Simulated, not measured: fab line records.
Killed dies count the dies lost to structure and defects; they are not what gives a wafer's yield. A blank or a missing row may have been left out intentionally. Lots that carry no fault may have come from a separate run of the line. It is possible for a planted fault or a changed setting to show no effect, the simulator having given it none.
Which tool was responsible? | flow n5_finfet | Sampling: 8 lots, 24 wafers, 6 of 1938 route steps

WHAT THE GAUGES SHOWED, per wafer
N5_BEOL_M4_RC_MEAS_101. Usual: DIBL_N 36.3 mV/V, standard deviation 1.9; DIBL_P 36.0 mV/V, standard deviation 2.1; IOFF_N 0.16 nA/um, standard deviation 0.031; IOFF_P 0.21 nA/um, standard deviation 0.035; ION_N 675 uA/um, standard deviation 14; ION_P 464 uA/um, standard deviation 8.5; SS_N 71.5 mV/dec, standard deviation 0.6; SS_P 73.3 mV/dec, standard deviation 0.72; VT_N 250 mV, standard deviation 3.2; VT_P -250 mV, standard deviation 3.1.
lot  | measured     | on        | DIBL_N (mV/V)  | DIBL_P (mV/V)  | IOFF_N (nA/um) | IOFF_P (nA/um) | ION_N (uA/um) | ION_P (uA/um) | SS_N (mV/dec)  | SS_P (mV/dec)  | VT_N (mV)   | VT_P (mV)      | flag
L976 | day 8 18:02  | prober-02 | 36.8 35.1 34.9 | 36.4 34.4 34.6 | 0.15 0.13 0.13 | 0.20 0.18 0.18 | 654 664 668   | 452 455 459   | 72.1 70.7 71.4 | 73.0 72.6 73.1 | 254 253 253 | -254 -253 -253 |
L978 | day 9 06:25  | prober-02 | 39.9 38.3 37.1 | 40.2 37.8 35.9 | 0.22 0.18 0.17 | 0.26 0.23 0.21 | 692 689 701   | 471 473 477   | 72.2 71.7 71.5 | 75.1 73.6 74.6 | 247 247 246 | -246 -246 -248 |
L980 | day 9 10:14  | prober-01 | 33.6 36.4 35.0 | 31.7 35.0 34.1 | 0.10 0.14 0.12 | 0.16 0.21 0.20 | 667 675 663   | 464 462 462   | 70.8 72.4 70.9 | 71.8 72.9 72.1 | 257 252 255 | -254 -248 -249 |
L983 | day 13 07:37 | prober-01 | 38.0 36.5      | 36.9 34.7      | 0.18 0.15      | 0.25 0.21      | 688 667       | 464 458       | 71.5 71.7      | 73.6 72.7      | 248 251     | -250 -250      |
L984 | day 14 15:07 | prober-01 | 35.6           | 35.3           | 0.16           | 0.23           | 681           | 468           | 71.7           | 72.9           | 247         | -249           |
L986 | day 12 21:15 | prober-01 | 37.7 36.4 37.2 | 35.8 34.5 34.4 | 0.17 0.15 0.16 | 0.22 0.19 0.19 | 691 675 676   | 473 462 460   | 72.6 72.1 72.3 | 73.5 72.9 72.9 | 248 250 251 | -246 -251 -251 |
L988 | day 13 07:18 | prober-02 | 39.3 36.0 36.2 | 40.2 35.6 36.0 | 0.22 0.15 0.15 | 0.29 0.19 0.20 | 696 694 686   | 484 475 472   | 72.3 70.8 71.5 | 74.4 73.4 73.3 | 246 249 249 | -245 -251 -252 |
L992 | day 13 01:41 | prober-01 | 35.2 35.7 37.2 | 36.5 36.8 39.7 | 0.14 0.16 0.19 | 0.17 0.18 0.22 | 678 681 698   | 458 457 471   | 70.4 71.7 72.5 | 72.9 73.2 73.5 | 248 248 246 | -257 -254 -250 |

EACH LOT AND THE TOOL THAT RAN IT (in order: tool; ch and the chambers of the sampled wafers; start)
lot  | N5_DUMMY_GATE_STRIP_40            | N5_DUMMY_GATE_HM_OPEN_21          | N5_SD_EPI_N_ETCH_34               | N5_SD_EPI_N_ETCH_35               | N5_SD_EPI_N_ETCHBACK_44
L976 | rie_diel-05 ch 0,1,3, day 3 22:42 | rie_diel-01 ch 0,1, day 3 22:53   | rie_diel-03 ch 0,1,2, day 4 00:41 | rie_diel-03 ch 0,1,2, day 4 00:44 | rie_diel-03 ch 0,1,2, day 4 01:04
L978 | rie_diel-05 ch 0,1,2, day 4 09:36 | rie_diel-05 ch 0,2,3, day 4 09:47 | rie_diel-03 ch 0,1,3, day 4 11:38 | rie_diel-03 ch 0,1,3, day 4 11:41 | rie_diel-03 ch 0,1,3, day 4 12:01
L980 | rie_diel-05 ch 0,2,3, day 4 21:14 | rie_diel-05 ch 1,2,3, day 4 21:25 | rie_diel-04 ch 1,3, day 5 00:40   | rie_diel-04 ch 1,3, day 5 00:43   | rie_diel-04 ch 1,3, day 5 01:03
L983 | rie_diel-06 ch 0,1,3, day 5 20:44 | rie_diel-05 ch 1,2, day 5 21:08   | rie_diel-03 ch 0,1,3, day 5 23:41 | rie_diel-03 ch 0,1,3, day 5 23:45 | rie_diel-03 ch 0,1,3, day 6 00:04
L984 | rie_diel-01 ch 1,2,3, day 6 07:56 | rie_diel-06 ch 0,1, day 6 08:07   | rie_diel-03 ch 2,3, day 6 10:52   | rie_diel-03 ch 2,3, day 6 10:55   | rie_diel-03 ch 2,3, day 6 11:15
L986 | rie_diel-05 ch 0,1,3, day 6 14:08 | rie_diel-05 ch 0,1,3, day 6 14:23 | rie_diel-04 ch 0,2,3, day 6 16:35 | rie_diel-04 ch 0,2,3, day 6 16:38 | rie_diel-04 ch 0,2,3, day 6 16:58
L988 | rie_diel-01 ch 1,3, day 6 22:58   | rie_diel-05 ch 1,2,3, day 6 23:18 | rie_diel-04 ch 0,1, day 7 01:04   | rie_diel-04 ch 0,1, day 7 01:07   | rie_diel-04 ch 0,1, day 7 01:27
L992 | rie_diel-06 ch 1,3, day 7 23:26   | rie_diel-06 ch 0,2, day 7 23:39   | rie_diel-02 ch 0,3, day 8 03:20   | rie_diel-02 ch 0,3, day 8 03:23   | rie_diel-02 ch 0,3, day 8 03:43
- N5_DUMMY_GATE_STRIP_40: strips in CF4.
- N5_DUMMY_GATE_HM_OPEN_21: chemistry CH3F/O2, target SiNx, target depth 120 nm, time 171.4 s.
- N5_SD_EPI_N_ETCH_34: etches SiARC in CF4, target depth 45.5 nm, time 75.8 s.
- N5_SD_EPI_N_ETCH_35: etches SOC in N2/H2, overetch 108 nm, time 486 s.
- N5_SD_EPI_N_ETCHBACK_44: etches SiNx in CH3F/O2, stops on SiO2, target depth 14.5 nm.

WHAT THE TOOLS THEMSELVES READ (means of the sampled wafers that have a number; where no wafer has one, the mark that the record gives instead)
N5_DUMMY_GATE_STRIP_40. Usual: drypump_motor_current_A 5.6 A, standard deviation 0.72; oes_product_au 0.75 a.u., standard deviation 0.066; rf_vpp_V 271.1 V, standard deviation 1.7; showerhead_plenum_p_Torr 1.80 Torr, standard deviation 0.065; throttle_valve_pct 13.71 %, standard deviation 0.21.
lot  | tool        | drypump_motor_current_A (A) | oes_product_au (a.u.) | rf_vpp_V (V) | showerhead_plenum_p_Torr (Torr) | throttle_valve_pct (%) | flag
L976 | rie_diel-05 | 6.1                         | 0.72                  | 268.8        | 1.72                            | 13.82                  |
L978 | rie_diel-05 | 6.2                         | 0.73                  | 270.1        | 1.76                            | 13.72                  |
L980 | rie_diel-05 | 5.6                         | 0.70                  | 270.8        | 1.75                            | 13.86                  |
L983 | rie_diel-06 | 5.7                         | 0.77                  | 271.9        | 1.82                            | 13.52                  |
L984 | rie_diel-01 | 5.1                         | 0.72                  | 272.2        | 1.81                            | 13.76                  |
L986 | rie_diel-05 | 6.1                         | 0.80                  | 270.4        | 1.78                            | 13.67                  |
L988 | rie_diel-01 | 5.0                         | 0.69                  | 271.2        | 1.82                            | 13.75                  |
L992 | rie_diel-06 | 5.4                         | 0.72                  | 270.9        | 1.79                            | 13.72                  |

N5_DUMMY_GATE_HM_OPEN_21. Usual: drypump_motor_current_A 5.7 A, standard deviation 0.69; oes_product_au 0.75 a.u., standard deviation 0.069; rf_vpp_V 300 V, standard deviation 5.8; showerhead_plenum_p_Torr 2.03 Torr, standard deviation 0.072; throttle_valve_pct 16.59 %, standard deviation 0.21.
lot  | tool        | drypump_motor_current_A (A) | oes_product_au (a.u.) | rf_vpp_V (V) | showerhead_plenum_p_Torr (Torr) | throttle_valve_pct (%) | flag
L976 | rie_diel-01 | 5.1                         | 0.74                  | 306          | 2.10                            | 16.52                  |
L978 | rie_diel-05 | 5.6                         | 0.70                  | 298          | 1.98                            | 16.73                  |
L980 | rie_diel-05 | 5.6                         | 0.70                  | 294          | 1.99                            | 16.66                  |
L983 | rie_diel-05 | 5.8                         | 0.72                  | 297          | 2.05                            | 16.59                  |
L984 | rie_diel-06 | 6.1                         | 0.81                  | 297          | 2.08                            | 16.26                  |
L986 | rie_diel-05 | 6.1                         | 0.81                  | 298          | 2.01                            | 16.63                  |
L988 | rie_diel-05 | 5.6                         | 0.80                  | 295          | 2.06                            | 16.53                  |
L992 | rie_diel-06 | 6.4                         | 0.87                  | 295          | 2.08                            | 16.14                  |

N5_SD_EPI_N_ETCH_34. Usual: drypump_motor_current_A is 5.9 A with standard deviation 0.44, etch_rf_on_time_s is 75.5 s with standard deviation 2.5, oes_product_au is 0.70 a.u. with standard deviation 0.081, rf_fwd_power_W is 539.5 W with standard deviation 2.1, rf_vpp_V is 184.1 V with standard deviation 1.3, showerhead_plenum_p_Torr is 2.14 Torr with standard deviation 0.08, and throttle_valve_pct is 15.60 % with standard deviation 0.25.
lot  | tool        | drypump_motor_current_A (A) | etch_rf_on_time_s (s) | oes_product_au (a.u.) | rf_fwd_power_W (W) | rf_vpp_V (V) | showerhead_plenum_p_Torr (Torr) | throttle_valve_pct (%) | flag
L976 | rie_diel-03 | 5.6                         | 77.4                  | 0.68                  | 538.6              | 184.0        | 2.13                            | 15.73                  |
L978 | rie_diel-03 | 5.7                         | 75.6                  | 0.74                  | 536.5              | 184.8        | 2.18                            | 15.61                  |
L980 | rie_diel-04 | 5.6                         | 73.0                  | 0.80                  | 542.1              | 183.8        | 2.13                            | 15.34                  |
L983 | rie_diel-03 | 5.7                         | 76.6                  | 0.71                  | 539.1              | 184.3        | 2.17                            | 15.65                  |
L984 | rie_diel-03 | 5.3                         | 77.8                  | 0.71                  | 536.9              | 185.6        | 2.22                            | 15.33                  |
L986 | rie_diel-04 | 5.9                         | 74.4                  | 0.74                  | 540.6              | 182.8        | 2.08                            | 15.55                  |
L988 | rie_diel-04 | 6.3                         | 74.2                  | 0.80                  | 537.0              | 183.9        | 2.14                            | 15.42                  |
L992 | rie_diel-02 | 6.4                         | 77.7                  | 0.66                  | 537.7              | 183.5        | 2.09                            | 15.68                  |

N5_SD_EPI_N_ETCH_35. Usual: drypump_motor_current_A is 5.9 A with standard deviation 0.44, h2_flow_sccm is 199.9 sccm with standard deviation 0.55, oes_product_au is 0.73 a.u. with standard deviation 0.079, rf_fwd_power_W is 2997 W with standard deviation 9.4, rf_vpp_V is 240.5 V with standard deviation 1.5, showerhead_plenum_p_Torr is 2.53 Torr with standard deviation 0.1, and throttle_valve_pct is 23.79 % with standard deviation 0.29.
lot  | tool        | drypump_motor_current_A (A) | h2_flow_sccm (sccm) | oes_product_au (a.u.) | rf_fwd_power_W (W) | rf_vpp_V (V) | showerhead_plenum_p_Torr (Torr) | throttle_valve_pct (%) | flag
L976 | rie_diel-03 | 5.6                         | 199.4               | 0.71                  | 2995               | 240.6        | 2.51                            | 23.85                  |
L978 | rie_diel-03 | 5.7                         | 200.2               | 0.77                  | 2995               | 241.1        | 2.57                            | 23.67                  |
L980 | rie_diel-04 | 5.6                         | 199.8               | 0.81                  | 2993               | 240.6        | 2.52                            | 23.37                  |
L983 | rie_diel-03 | 5.7                         | 199.6               | 0.74                  | 2745               | 248.7        | 2.56                            | 23.68                  | OFF
L984 | rie_diel-03 | 5.3                         | 199.8               | 0.73                  | 2507               | 257.9        | 2.66                            | 23.74                  | OFF
L986 | rie_diel-04 | 6.0                         | 200.3               | 0.75                  | 3005               | 239.7        | 2.45                            | 23.55                  |
L988 | rie_diel-04 | 6.3                         | 200.5               | 0.83                  | 3001               | 239.9        | 2.51                            | 23.43                  |
L992 | rie_diel-02 | 6.4                         | 199.7               | 0.69                  | 3005               | 239.8        | 2.49                            | 24.13                  |

N5_SD_EPI_N_ETCHBACK_44. Usual: drypump_motor_current_A 5.9 A, standard deviation 0.44; oes_product_au 0.70 a.u., standard deviation 0.075; rf_vpp_V 300 V, standard deviation 6.2; showerhead_plenum_p_Torr 2.00 Torr, standard deviation 0.081; throttle_valve_pct 16.34 %, standard deviation 0.24.
lot  | tool        | drypump_motor_current_A (A) | oes_product_au (a.u.) | rf_vpp_V (V) | showerhead_plenum_p_Torr (Torr) | throttle_valve_pct (%) | flag
L976 | rie_diel-03 | 5.6                         | 0.68                  | 297          | 1.99                            | 16.46                  |
L978 | rie_diel-03 | 5.7                         | 0.74                  | 299          | 2.02                            | 16.32                  |
L980 | rie_diel-04 | 5.6                         | 0.78                  | 293          | 1.99                            | 16.09                  |
L983 | rie_diel-03 | 5.7                         | 0.64                  | 298          | 2.02                            | 16.33                  |
L984 | rie_diel-03 | 5.3                         | 0.53                  | 307          | 2.08                            | 16.08                  |
L986 | rie_diel-04 | 5.9                         | 0.72                  | 299          | 1.94                            | 16.25                  |
L988 | rie_diel-04 | 6.3                         | 0.79                  | 299          | 1.99                            | 16.11                  |
L992 | rie_diel-02 | 6.4                         | 0.67                  | 304          | 1.95                            | 16.44                  |

THE ANSWER, worked out from the rows above alone
Rule: take the mean of a lot's wafers that have a number; if it is more than 3 standard deviations from the usual mean, the lot is off. Also off: a lot with no number at a reading for which 4 or more lots have one. All remaining lots with rows at the step are treated as sound. First the gauges in route order, then the tools' own readings, where a lot's mean is used as printed above. At the first step where some lot is off, the reading lying furthest off is the one used; lots without a number count as furthest.
Off at N5_SD_EPI_N_ETCH_35 (rf_fwd_power_W): L983, L984.
If a tool, at that step or one of the process steps before it, ran each lot that is off and ran no sound lot following the first of them, it fits. One fits: N5_SD_EPI_N_ETCH_34 and N5_SD_EPI_N_ETCH_35 on rie_diel-03. At N5_SD_EPI_N_ETCH_34 its last sound lot is L978 (day 4 11:38), its first lot that is off L983 (day 5 23:41): a fault that began between those two fits.

WHAT THE SIMULATOR HAD INSERTED
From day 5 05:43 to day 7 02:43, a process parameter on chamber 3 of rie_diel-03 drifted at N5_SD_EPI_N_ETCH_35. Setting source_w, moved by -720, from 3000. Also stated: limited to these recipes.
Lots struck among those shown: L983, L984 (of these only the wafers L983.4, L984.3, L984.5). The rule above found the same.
